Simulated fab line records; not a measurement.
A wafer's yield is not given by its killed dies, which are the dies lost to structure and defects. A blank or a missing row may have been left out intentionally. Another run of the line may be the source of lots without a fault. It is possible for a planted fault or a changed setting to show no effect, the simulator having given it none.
Tool commonality check + flow nand harc + 10 lots and 30 wafers in the sample

REASON IT WAS OPENED
At NHARC_END_SORT_01 the reading sort_bin_3_pct is flagged on 3 of 10 lots. No-fault wafers: 0.23 %, standard deviation 0.17.
Rule: flag the lot when none of its wafers has a number, or when each of its wafers that has one lies beyond 4 standard deviations from that mean. As for the other lots, they are considered sound.

| lot  | measured     | on        | sort_bin_3_pct (%), wafer by wafer | flag    |
|------|--------------|-----------|------------------------------------|---------|
| L308 | day 20 07:07 | prober-02 | 0 0.30 0                           |         |
| L305 | day 20 12:47 | prober-01 | 0.15 0.30 0.30                     |         |
| L309 | day 21 01:45 | prober-01 | 0.30 0.15 0                        |         |
| L313 | day 21 11:52 | prober-01 | 0.15 0.30 0.15                     |         |
| L311 | day 21 17:14 | prober-01 | 0.15 0.15 0.30                     |         |
| L315 | day 22 22:05 | prober-01 | 0 0.15 0.30                        |         |
| L318 | day 24 09:44 | prober-01 | 4.43 4.87 6.35                     | FLAGGED |
| L323 | day 24 18:15 | prober-02 | 6.65 4.43 6.35                     | FLAGGED |
| L322 | day 25 01:31 | prober-01 | 5.91 6.79 4.58                     | FLAGGED |
| L326 | day 25 10:38 | prober-02 | 0.44 0.30 0.30                     |         |
The mean of the flagged lots' numbers is 5.60 %, +5.37 % from the usual (+32 standard deviations).

WHICH TOOL EACH LOT WENT THROUGH
The record holds 4 process steps before the reading, out of a route of 1159 steps. Each cell gives the tool, then ch followed by the chambers the sampled wafers passed through, then the start.
| lot  | flag    | NHARC_A_M1_PVD_21            | NHARC_THIN_TSV_ETCH_15           | NHARC_THIN_TSV_PVD_51                   | NHARC_THIN_TSV_DESCUM_35           |
|------|---------|------------------------------|----------------------------------|-----------------------------------------|------------------------------------|
| L308 |         | pvd sputter-03, day 18 21:05 | rie si-06 ch 0,1,3, day 19 17:16 | pvd sputter-02, day 19 22:31 or earlier | rie diel-07 ch 0,1, day 19 22:31   |
| L305 |         | pvd sputter-02, day 19 00:04 | rie si-04 ch 0,2,3, day 19 18:28 | pvd sputter-02, day 19 23:44 or earlier | rie diel-04 ch 0,1, day 19 23:44   |
| L309 |         | pvd sputter-03, day 19 17:50 | rie si-04 ch 0,1,2, day 20 14:09 | pvd sputter-02, day 20 19:28 or earlier | rie diel-04 ch 0,3, day 20 19:28   |
| L313 |         | pvd sputter-03, day 19 14:17 | rie si-06 ch 0,1,2, day 20 12:55 | pvd sputter-02, day 20 18:53 or earlier | rie diel-13 ch 1,2, day 20 18:53   |
| L311 |         | pvd sputter-02, day 20 03:23 | rie si-04 ch 0,1,3, day 21 01:16 | pvd sputter-03, day 21 07:01 or earlier | rie diel-07 ch 0,2, day 21 07:01   |
| L315 |         | pvd sputter-03, day 21 11:37 | rie si-01 ch 0,1,3, day 22 07:24 | pvd sputter-01, day 22 12:58 or earlier | rie diel-13 ch 0,2,3, day 22 12:58 |
| L318 | FLAGGED | pvd sputter-03, day 22 12:38 | rie si-04 ch 1,3, day 23 10:55   | pvd sputter-02, day 23 20:28 or earlier | rie diel-07 ch 0,1,3, day 23 20:28 |
| L323 | FLAGGED | pvd sputter-03, day 22 18:17 | rie si-01 ch 0,1,3, day 23 15:11 | pvd sputter-01, day 23 22:29 or earlier | rie diel-07 ch 0,3, day 23 22:29   |
| L322 | FLAGGED | pvd sputter-03, day 23 13:31 | rie si-01 ch 0,1, day 24 09:47   | pvd sputter-03, day 24 15:04 or earlier | rie diel-13 ch 2,3, day 24 15:04   |
| L326 |         | pvd sputter-01, day 23 18:02 | rie si-04 ch 0,2,3, day 24 10:52 | pvd sputter-01, day 24 16:00 or earlier | rie diel-13 ch 0,2,3, day 24 16:00 |
These steps, and what they do:
- NHARC_A_M1_PVD_21: deposits Cu, target thk 30 nm, time 20.49 s.
- NHARC_THIN_TSV_ETCH_15: target depth 3000 nm, bosch target overetch cycles 2, bosch etch step 2.8 s.
- NHARC_THIN_TSV_PVD_51: deposits Cu, target thk 100 nm.
- NHARC_THIN_TSV_DESCUM_35: chemistry O2, time 3 s.
- NHARC_END_SORT_01

FLAGGED OVER TOTAL, TOOL BY TOOL (the gauges that took the reading come last)
| step                     | tool           | lots run | flagged | share of the flagged lots | sound lots run after its first flagged lot |
|--------------------------|----------------|----------|---------|---------------------------|--------------------------------------------|
| NHARC_A_M1_PVD_21        | pvd sputter-01 | 1        | 0       | none                      | -                                          |
| NHARC_A_M1_PVD_21        | pvd sputter-02 | 2        | 0       | none                      | -                                          |
| NHARC_A_M1_PVD_21        | pvd sputter-03 | 7        | 3       | all                       | 0                                          |
| NHARC_THIN_TSV_ETCH_15   | rie si-01      | 3        | 2       | some                      | 0                                          |
| NHARC_THIN_TSV_ETCH_15   | rie si-04      | 5        | 1       | some                      | 1 (L326)                                   |
| NHARC_THIN_TSV_ETCH_15   | rie si-06      | 2        | 0       | none                      | -                                          |
| NHARC_THIN_TSV_PVD_51    | pvd sputter-01 | 3        | 1       | some                      | 1 (L326)                                   |
| NHARC_THIN_TSV_PVD_51    | pvd sputter-02 | 5        | 1       | some                      | 0                                          |
| NHARC_THIN_TSV_PVD_51    | pvd sputter-03 | 2        | 1       | some                      | 0                                          |
| NHARC_THIN_TSV_DESCUM_35 | rie diel-04    | 2        | 0       | none                      | -                                          |
| NHARC_THIN_TSV_DESCUM_35 | rie diel-07    | 4        | 2       | some                      | 0                                          |
| NHARC_THIN_TSV_DESCUM_35 | rie diel-13    | 4        | 1       | some                      | 1 (L326)                                   |
| NHARC_END_SORT_01        | prober-01      | 7        | 2       | some                      | 0                                          |
| NHARC_END_SORT_01        | prober-02      | 3        | 1       | some                      | 1 (L326)                                   |
With no start given for some of its lots, NHARC_THIN_TSV_PVD_51 uses the hours and lot order of NHARC_THIN_TSV_DESCUM_35.

WHAT THE TABLE PERMITS
All flagged lots share 1 row of the table, namely pvd sputter-03 at NHARC_A_M1_PVD_21.
- pvd sputter-03 at NHARC_A_M1_PVD_21 ran 7 lots, 3 of them flagged. It ran its last sound lot, L315, at day 21 11:37 and its first flagged lot, L318, at day 22 12:38: a fault with its onset between the two fits.
What remains is a single tool, pvd sputter-03 at NHARC_A_M1_PVD_21.

WHAT THE SIMULATOR HAD INSERTED
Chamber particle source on pvd sputter-03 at NHARC_A_M1_PVD_21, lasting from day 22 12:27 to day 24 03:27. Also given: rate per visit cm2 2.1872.
Shown lots that were struck: L318, L323, L322. The rule above found the same.
